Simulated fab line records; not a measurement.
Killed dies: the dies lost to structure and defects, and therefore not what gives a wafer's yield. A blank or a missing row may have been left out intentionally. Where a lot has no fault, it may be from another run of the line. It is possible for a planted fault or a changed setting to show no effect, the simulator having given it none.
Matching of chambers / flow n5_finfet / 4 sister chambers for N5_SD_EPI_N_ETCHBACK_44 on rie_diel-03
The step etches SiNx in CH3F/O2, stops on SiO2, target depth 14.5 nm. 16 wafers are shown with their chamber, then 8 later ones without.

== EACH WAFER AND ITS CHAMBER ==
wafer=L075.3; chamber=2; drypump_motor_current_A (A)=5.3; rf_vpp_V (V)=302; showerhead_plenum_p_Torr (Torr)=2.05
wafer=L075.4; chamber=3; drypump_motor_current_A (A)=5.4; rf_vpp_V (V)=302; showerhead_plenum_p_Torr (Torr)=2.06
wafer=L075.6; chamber=2; drypump_motor_current_A (A)=5.3; rf_vpp_V (V)=303; showerhead_plenum_p_Torr (Torr)=2.05
wafer=L079.2; chamber=0; drypump_motor_current_A (A)=5.8; rf_vpp_V (V)=286; showerhead_plenum_p_Torr (Torr)=1.99
wafer=L079.3; chamber=3; drypump_motor_current_A (A)=5.5; rf_vpp_V (V)=301; showerhead_plenum_p_Torr (Torr)=2.06
wafer=L079.6; chamber=0; drypump_motor_current_A (A)=5.8; rf_vpp_V (V)=287; showerhead_plenum_p_Torr (Torr)=1.99
wafer=L087.3; chamber=1; drypump_motor_current_A (A)=6.3; rf_vpp_V (V)=311; showerhead_plenum_p_Torr (Torr)=2.02
wafer=L087.5; chamber=1; drypump_motor_current_A (A)=6.3; rf_vpp_V (V)=311; showerhead_plenum_p_Torr (Torr)=2.02
wafer=L087.6; chamber=0; drypump_motor_current_A (A)=5.8; rf_vpp_V (V)=286; showerhead_plenum_p_Torr (Torr)=1.98
wafer=L089.3; chamber=0; drypump_motor_current_A (A)=5.8; rf_vpp_V (V)=288; showerhead_plenum_p_Torr (Torr)=1.98
wafer=L089.4; chamber=2; drypump_motor_current_A (A)=5.4; rf_vpp_V (V)=302; showerhead_plenum_p_Torr (Torr)=2.04
wafer=L089.6; chamber=3; drypump_motor_current_A (A)=5.4; rf_vpp_V (V)=300; showerhead_plenum_p_Torr (Torr)=2.05
wafer=L090.2; chamber=3; drypump_motor_current_A (A)=5.5; rf_vpp_V (V)=302; showerhead_plenum_p_Torr (Torr)=2.05
wafer=L090.4; chamber=2; drypump_motor_current_A (A)=5.3; rf_vpp_V (V)=303; showerhead_plenum_p_Torr (Torr)=2.04
wafer=L090.5; chamber=0; drypump_motor_current_A (A)=5.8; rf_vpp_V (V)=286; showerhead_plenum_p_Torr (Torr)=1.98
wafer=L092.1; chamber=2; drypump_motor_current_A (A)=5.3; rf_vpp_V (V)=303; showerhead_plenum_p_Torr (Torr)=2.04

SIGNATURES (means of the wafers above)
reading=drypump_motor_current_A; chamber 0=5.800; chamber 1=6.300; chamber 2=5.320; chamber 3=5.450; scatter within a chamber=0.0387
reading=rf_vpp_V; chamber 0=286.60; chamber 1=311.00; chamber 2=302.60; chamber 3=301.25; scatter within a chamber=0.772
reading=showerhead_plenum_p_Torr; chamber 0=1.9840; chamber 1=2.0200; chamber 2=2.0440; chamber 3=2.0550; scatter within a chamber=0.00532
Rule: a wafer's distance from a chamber is the root of the sum, over the readings, of the square of ((its reading less the chamber's mean) divided by the reading's scatter). If the next closest chamber is less than 2 further off than the closest, the wafer can't be placed; otherwise it belongs to the closest. The scatter: take each reading less its chamber's mean, square it, sum over the shown wafers, divide by the number of wafers less the number of chambers, and take the root.

== WAFERS WITH NO CHAMBER GIVEN ==
wafer=L092.4; drypump_motor_current_A (A)=5.8; rf_vpp_V (V)=287; showerhead_plenum_p_Torr (Torr)=1.98
wafer=L092.6; drypump_motor_current_A (A)=5.4; rf_vpp_V (V)=301; showerhead_plenum_p_Torr (Torr)=2.05
wafer=L094.2; drypump_motor_current_A (A)=6.3; rf_vpp_V (V)=312; showerhead_plenum_p_Torr (Torr)=2.02
wafer=L094.3; drypump_motor_current_A (A)=5.5; rf_vpp_V (V)=299; showerhead_plenum_p_Torr (Torr)=2.05
wafer=L094.5; drypump_motor_current_A (A)=5.5; rf_vpp_V (V)=301; showerhead_plenum_p_Torr (Torr)=2.05
wafer=L095.4; drypump_motor_current_A (A)=5.4; rf_vpp_V (V)=303; showerhead_plenum_p_Torr (Torr)=2.04
wafer=L095.5; drypump_motor_current_A (A)=5.3; rf_vpp_V (V)=302; showerhead_plenum_p_Torr (Torr)=2.04
wafer=L095.6; drypump_motor_current_A (A)=5.5; rf_vpp_V (V)=301; showerhead_plenum_p_Torr (Torr)=2.05

== WHICH CHAMBER EACH WENT THROUGH ==
wafer=L092.4; from the rows above=0; in truth=0
wafer=L092.6; from the rows above=can't be placed: 3 or 2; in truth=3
wafer=L094.2; from the rows above=1; in truth=1
wafer=L094.3; from the rows above=3; in truth=3
wafer=L094.5; from the rows above=3; in truth=3
wafer=L095.4; from the rows above=can't be placed: 2 or 3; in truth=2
wafer=L095.5; from the rows above=2; in truth=2
wafer=L095.6; from the rows above=3; in truth=3
Correctly placed: 6 of 8. From these rows, 2 cannot be placed; in 2 the true chamber is one of the candidates. Wrongly placed: 0.
